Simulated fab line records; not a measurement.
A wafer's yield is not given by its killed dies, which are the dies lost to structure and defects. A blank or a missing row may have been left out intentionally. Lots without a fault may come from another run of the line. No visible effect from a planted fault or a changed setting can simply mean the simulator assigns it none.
Matching of chambers :: flow nand-harc :: ald-metal-03 running NHARC_P_CONTACT_ALD_22: 4 sister chambers
The step deposits TiN, target thk 3 nm, pulse time 1 s, ald cycles 150. 18 wafers are shown with their chamber, then 9 later ones without.

## WAFERS, EACH WITH ITS CHAMBER
wafer: L074.1
chamber: 0
heater-power-w (W): 1204
precursor-pulse-height-rel: 1.003

wafer: L074.4
chamber: 2
heater-power-w (W): 960
precursor-pulse-height-rel: 1.007

wafer: L074.6
chamber: 0
heater-power-w (W): 1221
precursor-pulse-height-rel: 1.013

wafer: L075.2
chamber: 2
heater-power-w (W): 962
precursor-pulse-height-rel: 1.015

wafer: L075.5
chamber: 0
heater-power-w (W): 1197
precursor-pulse-height-rel: 0.998

wafer: L075.6
chamber: 3
heater-power-w (W): 924
precursor-pulse-height-rel: 0.968

wafer: L077.4
chamber: 2
heater-power-w (W): 964
precursor-pulse-height-rel: 0.995

wafer: L077.5
chamber: 1
heater-power-w (W): 1085
precursor-pulse-height-rel: 0.999

wafer: L077.6
chamber: 0
heater-power-w (W): 1252
precursor-pulse-height-rel: 1.009

wafer: L078.3
chamber: 1
heater-power-w (W): 1120
precursor-pulse-height-rel: 0.978

wafer: L078.5
chamber: 0
heater-power-w (W): 1259
precursor-pulse-height-rel: 0.955

wafer: L078.6
chamber: 1
heater-power-w (W): 1086
precursor-pulse-height-rel: 1.015

wafer: L081.2
chamber: 3
heater-power-w (W): 908
precursor-pulse-height-rel: 1.001

wafer: L081.5
chamber: 1
heater-power-w (W): 1102
precursor-pulse-height-rel: 1.001

wafer: L081.6
chamber: 0
heater-power-w (W): 1225
precursor-pulse-height-rel: 0.991

wafer: L084.2
chamber: 1
heater-power-w (W): 1086
precursor-pulse-height-rel: 1.037

wafer: L084.3
chamber: 3
heater-power-w (W): 944
precursor-pulse-height-rel: 1.014

wafer: L084.6
chamber: 3
heater-power-w (W): 934
precursor-pulse-height-rel: 0.974

SIGNATURES, as means of the wafers listed above
reading: heater-power-w
chamber 0: 1226.33
chamber 1: 1095.80
chamber 2: 962.00
chamber 3: 927.50
scatter within a chamber: 18.4

reading: precursor-pulse-height-rel
chamber 0: 0.99483
chamber 1: 1.00600
chamber 2: 1.00567
chamber 3: 0.98925
scatter within a chamber: 0.0203
Rule: for each reading, subtract the chamber's mean from the wafer's reading, divide by that reading's scatter and square the result; add these up over the readings and take the root, which gives the wafer's distance from the chamber. The wafer belongs to the nearest chamber; if the next one is less than 2 further off, it can't be placed. The scatter: take each reading less its chamber's mean, square it, sum over the shown wafers, divide by the number of wafers less the number of chambers, and take the root.

## WAFERS WHOSE CHAMBER IS MISSING
wafer: L089.2
heater-power-w (W): 1187
precursor-pulse-height-rel: 0.979

wafer: L089.4
heater-power-w (W): 1084
precursor-pulse-height-rel: 1.019

wafer: L089.6
heater-power-w (W): 939
precursor-pulse-height-rel: 0.993

wafer: L093.1
heater-power-w (W): 1092
precursor-pulse-height-rel: 1.005

wafer: L093.2
heater-power-w (W): 1209
precursor-pulse-height-rel: 1.022

wafer: L093.4
heater-power-w (W): 945
precursor-pulse-height-rel: 0.994

wafer: L097.2
heater-power-w (W): 929
precursor-pulse-height-rel: 0.996

wafer: L097.5
heater-power-w (W): 943
precursor-pulse-height-rel: 1.007

wafer: L097.6
heater-power-w (W): 1093
precursor-pulse-height-rel: 1.028

## THE CHAMBER EACH PASSED THROUGH
wafer: L089.2
from the rows above: 0
in truth: 0

wafer: L089.4
from the rows above: 1
in truth: 1

wafer: L089.6
from the rows above: can't be placed: 3 or 2
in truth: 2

wafer: L093.1
from the rows above: 1
in truth: 1

wafer: L093.2
from the rows above: 0
in truth: 0

wafer: L093.4
from the rows above: can't be placed: 3 or 2
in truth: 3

wafer: L097.2
from the rows above: can't be placed: 3 or 2
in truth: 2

wafer: L097.5
from the rows above: can't be placed: 2 or 3
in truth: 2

wafer: L097.6
from the rows above: 1
in truth: 1
5 of 9 placed correctly. These rows do not allow placing 4 (true chamber among the candidates in 4). Placed wrongly: 0.
